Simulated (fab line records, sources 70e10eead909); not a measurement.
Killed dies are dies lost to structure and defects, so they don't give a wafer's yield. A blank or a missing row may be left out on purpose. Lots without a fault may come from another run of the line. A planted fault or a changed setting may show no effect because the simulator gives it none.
Problem report in the 8D (eight disciplines) form, filled by code | flow nand_harc | the parts of the form that need people (team, actions taken, sign-off) are left out

1. THE PROBLEM
time_to_endpoint_s at NHARC_P_M1_CMP_23 reads a mean of 15.4 s on 3 wafers of 2 lots; wafers without a fault read 28.4 s with a standard deviation of 2.6. That is -5.0 standard deviations from the usual mean.
The step: polishes, t overpolish 20 s, target thk 157.82 nm.
First seen on wafer L620.4, day 9 01:00, on cmp-04. The record holds 35 wafers of 12 lots with a number at this step. Rule for "out", or "out of limits": more than 4 standard deviations from the usual mean. The other wafers with a number count as sound.

2. WHAT IT IS AND WHAT IT IS NOT
question                    | is                     | is not
which readings at this step | time_to_endpoint_s     | motor_current_A, retaining_ring_pressure_frac
which lots                  | L620, L621             | L614, L616, L617, L619, L629, L630, L632, L633, L634, L636
which wafers of those lots  | L620.2, L620.4, L621.2 | L620.1, L621.5
read on which tools         | cmp-01, cmp-04         | cmp-03
when                        | from day 9 01:00       | up to then (13 sound wafers); but 19 sound wafers of L621, L629, L630, L632, L633, L634, L636 came after

3. SUSPECTS, AND WHAT RULES EACH OUT
Counting: a tool at a process step up to the reading stays a suspect if it ran every lot that is out. Sound lots after the first of them don't rule it out here, since some wafers of a struck lot are sound.
- ecd_cu-01 at NHARC_P_M1_ECD_22 (material Cu, target thk 400 nm): kept. It ran every lot that is out, first L620 (day 9 00:16); its last sound lot up to then is L619 (day 8 21:53).
Left after counting: ecd_cu-01 at NHARC_P_M1_ECD_22.

4. THE CAUSE (what the simulator had put in)
Process parameter drift: ecd_cu-01, from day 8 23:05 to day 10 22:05, at NHARC_P_M1_ECD_22. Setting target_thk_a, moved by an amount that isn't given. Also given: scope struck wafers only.
Counting left only this tool.

5. THE CHAIN OF EFFECTS, in route order
Each row: a reading whose mean over the struck wafers that have a number lies more than 3 standard deviations from the usual. Only readings for which the record gives a usual standard deviation are gone through. hours: the time from each lot's start at the first step in this table that gives one to its start at this step, as a median over the lots. sigmas: the change in usual standard deviations.
hours | step              | reading            | usual  | on struck wafers | change | sigmas
0     | NHARC_P_M1_CMP_23 | time_to_endpoint_s | 28.4 s | 15.4             | -13.0  | -5.0
The process steps in it:
- NHARC_P_M1_CMP_23: polishes, t overpolish 20 s, target thk 157.82 nm.
Later measuring or inspecting steps at which every struck wafer that the step has a row for has a number for every such reading, and none has moved that far: NHARC_END_SORT_01.

6. WHAT WOULD HAVE CAUGHT IT SOONER
In this record the first reading out of limits was taken at day 9 01:00, 2 hours after the fault began at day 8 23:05.
Of the lots that are out (2), L621 began NHARC_P_M1_ECD_22 on ecd_cu-01 after day 9 01:00. A hold on the tool at that time would have spared it.
